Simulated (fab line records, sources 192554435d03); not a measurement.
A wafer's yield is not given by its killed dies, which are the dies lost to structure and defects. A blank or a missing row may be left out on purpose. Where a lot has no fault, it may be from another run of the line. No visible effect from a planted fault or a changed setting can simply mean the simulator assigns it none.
fab line records	flow n5_finfet	part 1 of 2: steps 1 to 4 of 6
record: lots: 22	wafers: 66	last_day: 18
route steps=1938 shown BEOL_M10@1511 BEOL_M11@1536
lots that met no fault: taken from a fault-free run of the same line
start_h: start of the lot's first displayed wafer, in hours after the record's first day	wait_h: how many hours have passed since the lot's step before this one	" the same as in the row above	L1.1+2: a single row standing in for several wafers	- value missing, or start not given	* or withheld: withheld	< > ~ a bound
route shown NAME@n: NAME is a module with steps in the file, n the number in the route of the first one	usual: mean/standard deviation taken from wafers without a fault	same: alike in all rows	chamber/n: place in a boat	sites: per-site readings	_std_site: the values' standard deviation	_edge_site: inner sites' mean taken away from outer sites' mean	radius_mm: how far each site lies from the wafer's centre	mask NAME#n: copy n	behind: the last tool/chamber to shape the wafer	hold: why the lot went on hold/how many hours it stayed there/how the hold came to an end	device: transistor that didn't switch, given as n, p or np	end of line: tests run on the same wafers once the route is complete	a step given without rows: its recipe and nothing more	killed: at the first sort, the dies lost to defects and structure; wafer yield is something else	map: dies across one wafer; x = killed, . = not, _ = none there
set.NAME: the run value of the setting; set.NAME@STEP: its run value at that earlier step	model.NAME: the simulator's own value behind a step, which no gauge read
the route's steps for a sample of lots (tables are steps, rows are wafers)
services: a tool's chamber out of use, with start hour (start_h, from the record's first day; less than 0 if before it), hours out, and reason
== steps ==
step: N5_BEOL_M10_STRIP_36
recipe: chemistry: N2/H2	power_w: 450	temp_c: 40	pressure_mtorr: 20	rf_frequency_hz: 6e+07	overash_fraction: 0.3	bias_power_w: 7	h2_frac: 0.5	n2_flow_sccm: 200	h2_flow_sccm: 200
usual: drypump_motor_current_A: 6.0/0.4	oes_product_au: 0.82/0.079	rf_vpp_V: 59.3/1.9	showerhead_plenum_p_Torr: 2.54/0.077	throttle_valve_pct: 23.69/0.27
lot.wafer	tool	chamber	start_h	wait_h	drypump_motor_current_A	oes_product_au	rf_hours_counter_h	rf_vpp_V	showerhead_plenum_p_Torr	throttle_valve_pct
L074.1	rie_diel-05	3	216.37	0.0	6.2	0.69	222	59.4	2.62	24.18
L074.4	"	2	"	"	6.3	0.77	97	57.5	2.46	23.44
L074.5	"	3	"	"	6.2	0.69	-	57.0	2.62	24.19
L075.2	rie_diel-05	1	224.00	0.0	6.2	0.90	10	57.3	2.49	23.60
L075.3	"	2	"	"	6.3	0.79	99	57.5	2.46	23.40
L075.6	"	1	"	"	6.3	0.92	-	59.9	2.49	23.59
L076.2	rie_diel-03	3	234.41	0.0	6.4	0.80	128	60.1	2.55	23.56
L076.4	"	2	"	"	5.5	0.68	247	62.3	2.60	24.20
L076.6	"	3	"	"	6.4	0.80	-	61.6	2.55	23.56
L077.2	rie_diel-03	1	234.88	0.0	6.5	0.89	30	60.7	2.49	23.80
L077.3	"	2	"	"	5.5	0.67	247	56.2	2.60	24.24
L077.5	"	3	"	"	6.3	0.79	-	61.9	2.55	23.55
L078.2	rie_diel-03	3	237.14	0.0	6.3	0.80	129	58.9	2.55	23.51
L078.3	"	1	"	"	6.5	0.89	31	54.3	2.49	23.84
L078.4	"	2	"	"	5.5	0.66	248	61.4	2.60	24.26
L081.3	rie_diel-03	1	255.82	0.0	6.5	0.88	39	61.4	2.49	23.84
L081.4	"	0	"	"	5.7	0.81	-	56.8	2.56	24.06
L081.6	"	1	"	"	6.6	0.85	-	58.2	2.49	23.84
L080.2	rie_diel-04	1	260.27	0.0	6.0	0.70	221	61.0	2.52	23.74
L080.3	"	2	"	"	5.3	0.90	33	58.7	2.47	23.15
L080.4	"	0	"	"	5.4	0.93	27	58.7	2.60	23.45
L082.1	rie_diel-03	0	265.71	0.0	5.7	0.81	101	60.4	2.56	24.06
L082.5	"	1	"	"	6.5	0.86	-	59.6	2.49	23.84
L082.6	"	0	"	"	5.8	0.80	-	60.7	2.56	24.10
L083.2	rie_diel-05	0	270.01	0.0	6.1	0.81	104	58.1	2.46	23.66
L083.4	"	2	"	"	6.3	0.77	115	60.3	2.45	23.44
L083.5	"	0	"	"	6.0	0.81	-	60.6	2.46	23.70
L084.1	rie_diel-04	1	278.26	0.0	6.0	0.68	229	59.2	2.52	23.81
L084.5	"	2	"	"	5.4	0.87	-	58.3	2.47	23.14
L084.6	"	1	"	"	6.0	0.67	-	60.1	2.51	23.75
L086.1	rie_diel-04	0	294.87	0.0	5.4	0.89	38	59.9	2.60	23.47
L086.5	"	3	"	"	6.3	0.88	-	59.9	2.69	23.71
L086.6	"	0	"	"	5.4	0.88	-	58.9	2.59	23.48
L085.2	rie_diel-04	1	297.92	0.0	6.1	0.67	236	57.7	2.51	23.79
L085.3	"	0	"	"	5.4	0.89	40	63.3	2.59	23.50
L085.4	"	3	"	"	6.3	0.87	33	58.7	2.69	23.69
L089.1	rie_diel-04	3	302.75	0.0	6.3	0.88	35	54.0	2.69	23.69
L089.2	"	0	"	"	5.5	0.89	42	58.5	2.59	23.51
L089.3	"	2	"	"	5.3	0.87	50	58.0	2.46	23.16
L087.2	rie_diel-05	1	304.85	0.0	6.2	0.85	37	57.1	2.48	23.63
L087.4	"	0	"	"	6.1	0.79	-	57.1	2.45	23.70
L087.6	"	2	"	"	6.4	0.75	-	57.5	2.45	23.54
L090.2	rie_diel-04	3	320.66	0.0	6.4	0.87	41	57.6	2.69	23.72
L090.3	"	0	"	"	5.4	0.88	48	58.5	2.59	23.49
L090.4	"	1	"	"	6.0	0.67	241	58.1	2.51	23.75
L093.1	rie_diel-04	3	323.79	0.0	6.4	0.86	43	60.8	2.69	23.75
L093.2	"	2	"	"	5.4	0.88	57	57.0	2.46	23.19
L093.5	"	3	"	"	6.4	0.86	-	63.4	2.69	23.73
L091.2	rie_diel-05	0	324.86	0.0	6.1	0.78	122	59.2	2.45	23.71
L091.3	"	2	"	"	6.3	0.74	137	63.7	2.44	23.51
L091.5	"	1	"	"	6.2	0.85	-	59.8	2.48	23.66
L092.2	rie_diel-04	3	331.03	0.0	6.3	0.84	47	56.7	2.69	23.71
L092.4	"	2	"	"	5.4	0.86	61	60.6	2.46	23.20
L092.6	"	3	"	"	6.3	0.86	-	58.6	2.69	23.73
L094.2	rie_diel-04	1	331.60	0.0	6.1	0.67	245	59.3	2.51	23.79
L094.3	"	0	"	"	5.4	0.86	53	58.1	2.59	23.52
L094.4	"	2	"	"	5.3	0.86	62	58.2	2.46	23.16
L095.1	rie_diel-05	0	355.76	0.0	6.1	0.78	131	61.9	2.44	23.70
L095.3	"	1	"	"	6.2	0.81	53	57.2	2.47	23.67
L095.5	"	3	"	"	6.2	0.92	-	59.8	2.60	23.88
L097.2	rie_diel-05	1	358.60	0.0	6.3	0.84	54	58.6	2.47	23.69
L097.3	"	0	"	"	6.0	0.77	132	62.3	2.44	23.71
L097.5	"	2	"	"	6.3	0.75	-	62.9	2.44	23.51
L096.1	rie_diel-03	1	358.72	0.0	6.5	0.81	82	58.3	2.47	23.90
L096.3	"	2	"	"	5.5	0.89	31	60.7	2.59	24.08
L096.5	"	1	"	"	6.5	0.81	-	60.4	2.47	23.90
step: N5_BEOL_M10_TRENCH_ETCH_37
recipe: chemistry: C4F6/O2	target_depth_a: 1488.3	target: SiCOH_lowk	time_s: 48	ion_energy_ev: 250	pressure_mtorr: 30	source_w: 345	bias_w: 185	Ar_flow_sccm: 300	C4F6_flow_sccm: 10	O2_flow_sccm: 10
usual: drypump_motor_current_A: 6.0/0.4	oes_product_au: 0.82/0.079	rf_fwd_power_W: 341.4/1.8	rf_vpp_V: 667/8.1	showerhead_plenum_p_Torr: 2.85/0.082	throttle_valve_pct: 20.94/0.23
lot.wafer	tool	chamber	start_h	wait_h	drypump_motor_current_A	oes_product_au	rf_fwd_power_W	rf_hours_counter_h	rf_vpp_V	showerhead_plenum_p_Torr	throttle_valve_pct
L074.1	rie_diel-05	3	-	-	6.2	0.70	340.8	222	677	2.93	21.33
L074.4	"	2	"	"	6.3	0.79	342.8	97	654	2.76	20.70
L074.5	"	3	"	"	6.2	0.70	342.6	-	677	2.93	21.34
L075.2	rie_diel-05	1	-	-	6.2	0.90	342.5	10	673	2.80	20.96
L075.3	"	2	"	"	6.3	0.79	340.5	100	655	2.76	20.72
L075.6	"	1	"	"	6.2	0.91	342.7	-	671	2.80	20.97
L076.2	rie_diel-03	3	-	-	6.3	0.79	340.3	128	673	2.86	20.84
L076.4	"	2	"	"	5.4	0.67	342.9	247	678	2.91	21.49
L076.6	"	3	"	"	6.4	0.78	340.5	-	674	2.86	20.83
L077.2	rie_diel-03	1	-	-	6.5	0.89	343.5	30	669	2.78	21.11
L077.3	"	2	"	"	5.5	0.67	342.9	247	678	2.91	21.48
L077.5	"	3	"	"	6.3	0.79	340.5	-	670	2.86	20.84
L078.2	rie_diel-03	3	-	-	6.3	0.79	341.5	129	671	2.86	20.85
L078.3	"	1	"	"	6.5	0.89	341.2	31	669	2.78	21.12
L078.4	"	2	"	"	5.5	0.68	342.5	248	679	2.91	21.50
L081.3	rie_diel-03	1	-	-	6.5	0.87	340.8	39	667	2.78	21.13
L081.4	"	0	"	"	5.7	0.81	342.0	-	660	2.86	21.16
L081.6	"	1	"	"	6.5	0.87	339.0	-	668	2.78	21.12
L080.2	rie_diel-04	1	-	-	6.0	0.68	345.1	221	663	2.81	20.95
L080.3	"	2	"	"	5.4	0.90	341.8	33	653	2.79	20.63
L080.4	"	0	"	"	5.4	0.91	341.6	27	674	2.91	20.67
L082.1	rie_diel-03	0	-	-	5.8	0.81	346.2	101	659	2.86	21.16
L082.5	"	1	"	"	6.6	0.87	342.5	-	668	2.78	21.12
L082.6	"	0	"	"	5.7	0.81	344.8	-	660	2.86	21.18
L083.2	rie_diel-05	0	-	-	6.1	0.81	336.9	104	670	2.76	20.73
L083.4	"	2	"	"	6.3	0.76	343.3	115	655	2.76	20.74
L083.5	"	0	"	"	6.1	0.81	337.0	-	670	2.76	20.73
L084.1	rie_diel-04	1	-	-	6.0	0.67	344.3	229	662	2.81	20.96
L084.5	"	2	"	"	5.4	0.88	341.4	-	652	2.78	20.60
L084.6	"	1	"	"	6.0	0.67	344.3	-	662	2.81	20.96
L086.1	rie_diel-04	0	-	-	5.4	0.89	341.1	38	674	2.90	20.67
L086.5	"	3	"	"	6.3	0.88	342.3	-	665	3.02	21.02
L086.6	"	0	"	"	5.4	0.90	341.1	-	674	2.90	20.70
L085.2	rie_diel-04	1	-	-	6.0	0.66	343.7	236	662	2.81	20.96
L085.3	"	0	"	"	5.4	0.89	342.4	40	674	2.90	20.68
L085.4	"	3	"	"	6.3	0.89	342.3	33	664	3.02	21.02
L089.1	rie_diel-04	3	-	-	6.3	0.89	342.6	35	665	3.02	21.03
L089.2	"	0	"	"	5.4	0.89	340.9	42	674	2.90	20.67
L089.3	"	2	"	"	5.3	0.86	340.6	50	655	2.78	20.63
L087.2	rie_diel-05	1	-	-	6.2	0.86	338.8	37	670	2.79	21.01
L087.4	"	0	"	"	6.0	0.79	337.5	-	668	2.76	20.72
L087.6	"	2	"	"	6.3	0.76	343.7	-	654	2.75	20.75
L090.2	rie_diel-04	3	-	-	6.3	0.88	340.6	41	665	3.01	21.03
L090.3	"	0	"	"	5.4	0.89	340.3	48	676	2.90	20.71
L090.4	"	1	"	"	6.0	0.67	343.6	241	661	2.80	20.98
L093.1	rie_diel-04	3	-	-	6.3	0.86	342.9	43	667	3.01	21.04
L093.2	"	2	"	"	5.4	0.85	341.9	57	654	2.78	20.64
L093.5	"	3	"	"	6.3	0.87	342.2	-	666	3.01	21.04
L091.2	rie_diel-05	0	-	-	6.0	0.78	338.4	122	671	2.75	20.72
L091.3	"	2	"	"	6.4	0.75	344.0	137	653	2.75	20.78
L091.5	"	1	"	"	6.2	0.85	340.8	-	671	2.78	21.01
L092.2	rie_diel-04	3	-	-	6.3	0.86	341.4	47	665	3.01	21.04
L092.4	"	2	"	"	5.3	0.85	342.8	61	652	2.77	20.64
L092.6	"	3	"	"	6.4	0.86	341.0	-	664	3.01	21.04
L094.2	rie_diel-04	1	-	-	6.0	0.66	343.1	245	662	2.80	20.98
L094.3	"	0	"	"	5.4	0.88	343.0	53	674	2.90	20.69
L094.4	"	2	"	"	5.4	0.85	341.7	62	653	2.77	20.63
L095.1	rie_diel-05	0	-	-	6.1	0.77	336.4	131	669	2.75	20.75
L095.3	"	1	"	"	6.3	0.82	341.8	53	672	2.78	21.04
L095.5	"	3	"	"	6.2	0.95	338.5	-	677	2.91	21.02
L097.2	rie_diel-05	1	-	-	6.2	0.83	341.5	54	671	2.78	21.02
L097.3	"	0	"	"	6.1	0.78	338.0	132	668	2.75	20.75
L097.5	"	2	"	"	6.3	0.75	340.9	-	654	2.74	20.77
L096.1	rie_diel-03	1	-	-	6.5	0.81	340.4	82	669	2.76	21.19
L096.3	"	2	"	"	5.5	0.89	343.0	31	678	2.90	21.21
L096.5	"	1	"	"	6.5	0.82	341.5	-	667	2.76	21.18
step: N5_BEOL_M10_STRIP_77
recipe: chemistry: N2/H2	time_s: 10	power_w: 450	temp_c: 40	pressure_mtorr: 20	rf_frequency_hz: 6e+07	bias_power_w: 7	n2_flow_sccm: 200	h2_flow_sccm: 200
usual: drypump_motor_current_A: 6.0/0.4	oes_product_au: 0.82/0.078	rf_vpp_V: 59.1/0.82	showerhead_plenum_p_Torr: 2.54/0.077	throttle_valve_pct: 23.69/0.27
lot.wafer	tool	chamber	start_h	wait_h	drypump_motor_current_A	oes_product_au	rf_hours_counter_h	rf_vpp_V	showerhead_plenum_p_Torr	throttle_valve_pct
L074.1	rie_diel-05	3	-	-	6.2	0.70	222	60.0	2.62	24.18
L074.4	"	2	"	"	6.3	0.79	97	60.2	2.46	23.45
L074.5	"	3	"	"	6.2	0.70	-	59.2	2.62	24.18
L075.2	rie_diel-05	1	-	-	6.2	0.90	10	60.5	2.49	23.60
L075.3	"	2	"	"	6.3	0.79	100	58.6	2.46	23.47
L075.6	"	1	"	"	6.2	0.92	-	59.4	2.49	23.62
L076.2	rie_diel-03	3	-	-	6.4	0.79	128	58.6	2.55	23.55
L076.4	"	2	"	"	5.5	0.68	247	60.2	2.60	24.23
L076.6	"	3	"	"	6.3	0.79	-	59.0	2.55	23.56
L077.2	rie_diel-03	1	-	-	6.5	0.87	30	58.5	2.49	23.82
L077.3	"	2	"	"	5.5	0.67	247	57.4	2.60	24.21
L077.5	"	3	"	"	6.4	0.79	-	60.1	2.55	23.53
L078.2	rie_diel-03	3	-	-	6.3	0.79	129	58.6	2.55	23.55
L078.3	"	1	"	"	6.5	0.88	31	58.5	2.49	23.81
L078.4	"	2	"	"	5.5	0.68	248	58.0	2.60	24.22
L081.3	rie_diel-03	1	-	-	6.5	0.86	39	59.6	2.49	23.84
L081.4	"	0	"	"	5.7	0.81	-	58.1	2.56	24.05
L081.6	"	1	"	"	6.5	0.87	-	58.3	2.49	23.83
L080.2	rie_diel-04	1	-	-	6.0	0.67	221	57.9	2.52	23.73
L080.3	"	2	"	"	5.4	0.90	33	59.3	2.47	23.13
L080.4	"	0	"	"	5.4	0.91	27	60.8	2.60	23.45
L082.1	rie_diel-03	0	-	-	5.8	0.81	102	59.1	2.56	24.06
L082.5	"	1	"	"	6.5	0.87	-	57.6	2.49	23.85
L082.6	"	0	"	"	5.7	0.81	-	59.6	2.56	24.06
L083.2	rie_diel-05	0	-	-	6.1	0.81	104	59.0	2.46	23.68
L083.4	"	2	"	"	6.3	0.77	115	60.5	2.45	23.47
L083.5	"	0	"	"	6.1	0.80	-	59.0	2.46	23.70
L084.1	rie_diel-04	1	-	-	6.0	0.67	229	59.0	2.52	23.75
L084.5	"	2	"	"	5.4	0.88	-	58.8	2.47	23.16
L084.6	"	1	"	"	6.0	0.68	-	58.5	2.52	23.74
L086.1	rie_diel-04	0	-	-	5.4	0.90	38	60.4	2.60	23.48
L086.5	"	3	"	"	6.3	0.89	-	60.6	2.69	23.71
L086.6	"	0	"	"	5.4	0.90	-	60.3	2.60	23.48
L085.2	rie_diel-04	1	-	-	6.0	0.67	236	59.3	2.51	23.77
L085.3	"	0	"	"	5.4	0.88	40	58.9	2.59	23.48
L085.4	"	3	"	"	6.3	0.88	33	59.5	2.69	23.71
L089.1	rie_diel-04	3	-	-	6.3	0.88	35	60.5	2.69	23.69
L089.2	"	0	"	"	5.4	0.89	42	60.1	2.59	23.48
L089.3	"	2	"	"	5.4	0.87	50	58.7	2.46	23.20
L087.2	rie_diel-05	1	-	-	6.3	0.85	37	59.0	2.48	23.67
L087.4	"	0	"	"	6.1	0.80	-	58.1	2.45	23.68
L087.6	"	2	"	"	6.3	0.75	-	58.7	2.45	23.49
L090.2	rie_diel-04	3	-	-	6.3	0.87	41	59.0	2.69	23.69
L090.3	"	0	"	"	5.4	0.88	48	59.1	2.59	23.49
L090.4	"	1	"	"	6.1	0.67	241	58.8	2.51	23.76
L093.1	rie_diel-04	3	-	-	6.3	0.87	43	58.8	2.69	23.71
L093.2	"	2	"	"	5.4	0.86	57	58.4	2.46	23.19
L093.5	"	3	"	"	6.4	0.86	-	59.2	2.69	23.71
L091.2	rie_diel-05	0	-	-	6.1	0.78	122	60.1	2.45	23.72
L091.3	"	2	"	"	6.3	0.75	137	58.7	2.44	23.52
L091.5	"	1	"	"	6.2	0.84	-	59.6	2.48	23.65
L092.2	rie_diel-04	3	-	-	6.3	0.87	47	59.8	2.69	23.72
L092.4	"	2	"	"	5.3	0.85	61	57.9	2.46	23.20
L092.6	"	3	"	"	6.3	0.86	-	60.0	2.69	23.69
L094.2	rie_diel-04	1	-	-	6.0	0.66	245	58.3	2.51	23.79
L094.3	"	0	"	"	5.4	0.87	53	59.0	2.59	23.50
L094.4	"	2	"	"	5.4	0.85	62	57.3	2.46	23.20
L095.1	rie_diel-05	0	-	-	6.0	0.78	131	59.5	2.44	23.73
L095.3	"	1	"	"	6.2	0.83	53	58.1	2.47	23.67
L095.5	"	3	"	"	6.2	0.94	-	59.0	2.60	23.91
L097.2	rie_diel-05	1	-	-	6.2	0.83	54	59.2	2.47	23.66
L097.3	"	0	"	"	6.0	0.79	132	58.2	2.44	23.71
L097.5	"	2	"	"	6.3	0.75	-	60.1	2.44	23.51
L096.1	rie_diel-03	1	-	-	6.5	0.82	82	60.4	2.47	23.90
L096.3	"	2	"	"	5.5	0.89	31	58.2	2.59	24.06
L096.5	"	1	"	"	6.5	0.81	-	58.7	2.47	23.89
step: N5_BEOL_M10_PRE_CLEAN_45
recipe: gas: H2/He	time_s: 30	temp_c: 250
usual: heater_power_w: 339/35
lot.wafer	tool	chamber	start_h	wait_h	heater_power_w
L074.1	pvd_sputter-03	-	218.30	0.0	344
L074.4	"	-	"	"	385
L074.5	"	-	"	"	347
L075.2	pvd_sputter-01	-	224.89	0.0	353
L075.3	"	-	"	"	300
L075.6	"	-	"	"	331
L076.2	pvd_sputter-01	-	235.60	0.0	329
L076.4	"	-	"	"	341
L076.6	"	-	"	"	341
L077.2	pvd_sputter-03	-	237.19	0.0	405
L077.3	"	-	"	"	294
L077.5	"	-	"	"	388
L078.2	pvd_sputter-03	-	238.27	0.0	297
L078.3	"	-	"	"	397
L078.4	"	-	"	"	341
L081.3	pvd_sputter-02	-	257.79	0.0	338
L081.4	"	-	"	"	370
L081.6	"	-	"	"	299
L080.2	pvd_sputter-03	-	261.84	0.0	337
L080.3	"	-	"	"	297
L080.4	"	-	"	"	389
L082.1	pvd_sputter-02	-	266.97	0.0	365
L082.5	"	-	"	"	296
L082.6	"	-	"	"	344
L083.2	pvd_sputter-01	-	271.01	0.0	325
L083.4	"	-	"	"	332
L083.5	"	-	"	"	295
L084.1	pvd_sputter-02	-	279.59	0.0	325
L084.5	"	-	"	"	374
L084.6	"	-	"	"	331
L086.1	pvd_sputter-01	-	296.10	0.0	323
L086.5	"	-	"	"	295
L086.6	"	-	"	"	320
L085.2	pvd_sputter-01	-	298.82	0.0	295
L085.3	"	-	"	"	332
L085.4	"	-	"	"	349
L089.1	pvd_sputter-03	-	303.56	0.0	348
L089.2	"	-	"	"	399
L089.3	"	-	"	"	289
L087.2	pvd_sputter-01	-	305.88	0.0	348
L087.4	"	-	"	"	325
L087.6	"	-	"	"	332
L090.2	pvd_sputter-01	-	321.80	0.0	337
L090.3	"	-	"	"	288
L090.4	"	-	"	"	343
L093.1	pvd_sputter-03	-	325.30	0.0	338
L093.2	"	-	"	"	398
L093.5	"	-	"	"	391
L091.2	pvd_sputter-03	-	325.96	0.0	340
L091.3	"	-	"	"	391
L091.5	"	-	"	"	347
L092.2	pvd_sputter-03	-	332.15	0.0	398
L092.4	"	-	"	"	394
L092.6	"	-	"	"	342
L094.2	pvd_sputter-01	-	333.13	0.0	295
L094.3	"	-	"	"	342
L094.4	"	-	"	"	330
L095.1	pvd_sputter-01	-	356.63	0.0	300
L095.3	"	-	"	"	332
L095.5	"	-	"	"	342
L097.2	pvd_sputter-02	-	359.39	0.0	305
L097.3	"	-	"	"	329
L097.5	"	-	"	"	378
L096.1	pvd_sputter-02	-	359.55	0.0	326
L096.3	"	-	"	"	310
L096.5	"	-	"	"	375
